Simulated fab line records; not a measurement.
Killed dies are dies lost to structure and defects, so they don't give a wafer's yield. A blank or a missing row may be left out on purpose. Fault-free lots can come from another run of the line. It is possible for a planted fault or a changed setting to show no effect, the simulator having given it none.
A struck lot beside a sound one / flow n5Finfet / 32 out of 1938 route steps
Sound: the wafers L354.2, L354.4, L354.6. Wafers struck: L361.1, L361.3, L361.5. Last of all comes the cause.
At each step with rows: each side's tool, then ch and its chambers, then its first start. Under that, the readings that differ: sound wafers / struck wafers / difference of the means / sigmas: that difference in standard deviations of wafers without a fault.
alike: readings with means less than 2 such deviations apart, plus words and numbers identical on both sides. not compared: withheld readings, readings lacking a value on some wafer, bounds such as >300 that could conceal the same value, and numbers that have no deviation in the record and whose values overlap.
A row with sigmas, a row that says differs or no value, or rows on one side alone: a step with any of these is where the two part. When numbers do not overlap yet have no deviation, they are printed without sigmas and do not part them. Lack of a reading on every wafer of one side parts them only where that side has two or more wafers.

first, 4 steps without rows for these wafers: N5_FIN_SAQP_PRECLEAN_00 (cleans in SC1, time 60 s); N5_FIN_SAQP_PRECLEAN_44 (cleans in SC2, time 45 s); N5_FIN_SAQP_SRD_01 (time 30 s); N5_FIN_SAQP_ALD_61 (deposits SiO2, target thk 4 nm, pulse time 1 s, purge time 2 s).
N5_FIN_SAQP_DENSIFY_62: time 60 s.
  sound on rtpAnneal-01 ch 0, day 1 21:28; struck on rtpAnneal-02 ch 0, day 3 14:25
reading=lampPowerPct (%); sound=9.89 9.97 9.86; struck=9.80 9.74 9.78; difference=-0.13; sigmas=-2
  alike: wafer_temp_C_max
N5_FIN_SAQP_HM_DEP_03: deposits SiNx from SiH4/NH3/N2, target thk 38 nm, time 33.6 s.
  sound on pecvd-01 ch 2, day 1 21:39; struck on pecvd-02 ch 0,2, day 3 14:37
  alike: heaterPowerW, showerheadPlenumPTorr, throttleValvePct
N5_FIN_SAQP_THK_MEAS_05:
  sound on filmMetro-01, day 1 21:46; struck on filmMetro-02, day 3 14:43
  alike: thkNm
then, 1 step without rows for these wafers: N5_FIN_SAQP_PECVD_47 (deposits a-Si from SiH4/He, target thk 45 nm, time 36.3 s).
N5_FIN_SAQP_PECVD_48: deposits SiNx from SiH4/NH3/N2, target thk 25 nm, time 22.1 s.
  sound on pecvd-04 ch 0,1,2, day 1 21:51; struck on pecvd-04 ch 1,2, day 3 14:47
  alike: heaterPowerW, showerheadPlenumPTorr, throttleValvePct
N5_FIN_SAQP_PECVD_06: deposits a-Si from SiH4/He, target thk 60 nm, time 48.1 s.
  sound on pecvd-04 ch 0,1,2, day 1 21:53; struck on pecvd-04 ch 1,2, day 3 14:50
  alike: heaterPowerW, showerheadPlenumPTorr, throttleValvePct
N5_FIN_SAQP_THK_MEAS_07:
  sound on filmMetro-02, day 1 21:59; struck on filmMetro-01, day 3 14:55
  alike: thkNm
then, 1 step without rows for these wafers: N5_FIN_SAQP_HM_DEP_72 (deposits SiO2 from SiH4/N2O, target thk 12 nm, time 7.2 s).
N5_FIN_SAQP_COAT_49: time 60 s, resist thk 100 nm.
  sound on lithoTrack-01 ch 0, day 1 22:05; struck on lithoTrack-01 ch 0, day 3 15:02
reading=spinSpeedRpm (rpm); sound=1500.0 1500.1 1500.1; struck=1610.6 1610.6 1611.3; difference=+110.8; sigmas=+99 or more
reading=model.SOC_of_FIN_SAQP_COAT_49.thkNm (nm); sound=100.4 100.7 100.8; struck=96.65 96.78 97.03; difference=-3.81; sigmas=
then, 7 steps without rows for these wafers: N5_FIN_SAQP_COAT_50 (time 60 s, resist thk 35 nm); N5_FIN_SAQP_COAT_10 (resist thk 90 nm); N5_FIN_SAQP_EBR_12; N5_FIN_SAQP_SOFTBAKE_11 (time 60 s); N5_FIN_SAQP_EXPOSE_13 (exposes mask FIN CORE, target cd 35.6 nm); N5_FIN_SAQP_PEB_14 (peb time 60 s); N5_FIN_SAQP_DEVELOP_15 (develop time 30 s).
N5_FIN_SAQP_CD_MEAS_16: target cd 35.6 nm.
  sound on cdSem-01 ch 0, day 1 22:28; struck on cdSem-02 ch 0, day 3 15:16
  alike: cdNm
N5_FIN_SAQP_OVL_MEAS_17:
  sound on overlay-01 ch 0, day 1 22:30; struck on overlay-01 ch 0, day 3 15:19
reading=FIN_CORE_OVL (nm); sound=-0.3 -0.9 -0.5; struck=1.8 1.6 0.2; difference=+1.8; sigmas=+2
N5_FIN_SAQP_INSPECT_18: inspects for defects (brightfield).
  sound on defectInspect-01, day 1 22:31; struck on defectInspect-02, day 3 15:20
  alike: rawDefectCount
then, 2 steps without rows for these wafers: N5_FIN_SAQP_DESCUM_21 (chemistry O2, time 7.9 s); N5_FIN_SAQP_ETCH_51 (etches SiARC in CF4, target depth 45.5 nm, time 75.8 s).
N5_FIN_SAQP_ETCH_52: etches SOC in N2/H2, target depth 100 nm, overetch 20 nm, time 150 s.
  sound on rieDiel-01 ch 0,2,3, day 1 22:49; struck on rieDiel-03 ch 0,1,3, day 3 15:28
reading=model.etch.depthNm (nm); sound=100.4 100.7 100.8; struck=96.65 96.78 97.03; difference=-3.81; sigmas=
  alike: drypumpMotorCurrentA, oesProductAu, rfVppV, showerheadPlenumPTorr, throttleValvePct
  not compared: rfHoursCounterH
then, 1 step without rows for these wafers: N5_FIN_SAQP_STRIP_53 (strips in N2/H2).
N5_FIN_SAQP_HM_OPEN_73: chemistry CHF3/O2, target SiO2, stops on a-Si, target depth 12 nm, time 16.8 s.
  sound on rieDiel-01 ch 0,2,3, day 1 22:56; struck on rieDiel-03 ch 0,1,3, day 3 15:34
  alike: drypumpMotorCurrentA, oes_o_777_au, oesProductAu, rfVppV, showerheadPlenumPTorr, throttleValvePct
  not compared: rfHoursCounterH
then, 1 step without rows for these wafers: N5_FIN_SAQP_STRIP_74 (strips in CHF3/O2).
N5_FIN_SAQP_MANDREL_ETCH_22: etches a-Si in HBr/Cl2, stops on SiNx, target depth 60 nm, bt time 10 s, time 30 s.
  sound on rieSi-02 ch 0,2, day 1 23:01; struck on rieSi-01 ch 0,3, day 3 15:39
reading=model.SOC_of_FIN_SAQP_COAT_49.thkNm (nm); sound=76.3 76.71 76.74; struck=73.37 73.95 73.85; difference=-2.86; sigmas=
  alike: HBr_flow_sccm, drypumpMotorCurrentA, mfcCl2Sccm, oesProductAu, throttleValvePct
  not compared: rfHoursCounterH
then, 1 step without rows for these wafers: N5_FIN_SAQP_STRIP_55 (strips in N2/H2).
-- record jumps: 12 days separate the struck wafers' starts on either side; left off in module FIN_SAQP, taken up again in module PASSIVATION, whose first shown step is the route's number 1936 --
N5_PASSIVATION_PROBE_49:
  sound on prober-01, day 14 14:31; struck on prober-02, day 15 10:04
  alike: killed_at_M0_to_M3, killed_at_M4_up, killedAtContacts, killedAtFrontEnd, killedAtOther, killedDies, killedOpen, killedShort

== WHERE THEY PART ==
Earliest at N5_FIN_SAQP_DENSIFY_62; latest, in this record, at N5_FIN_SAQP_OVL_MEAS_17. Later steps at which nothing parts them and some readings are alike: N5_FIN_SAQP_INSPECT_18, N5_FIN_SAQP_ETCH_52, N5_FIN_SAQP_HM_OPEN_73, N5_FIN_SAQP_MANDREL_ETCH_22, N5_PASSIVATION_PROBE_49.

WHY: whatever the simulator had introduced
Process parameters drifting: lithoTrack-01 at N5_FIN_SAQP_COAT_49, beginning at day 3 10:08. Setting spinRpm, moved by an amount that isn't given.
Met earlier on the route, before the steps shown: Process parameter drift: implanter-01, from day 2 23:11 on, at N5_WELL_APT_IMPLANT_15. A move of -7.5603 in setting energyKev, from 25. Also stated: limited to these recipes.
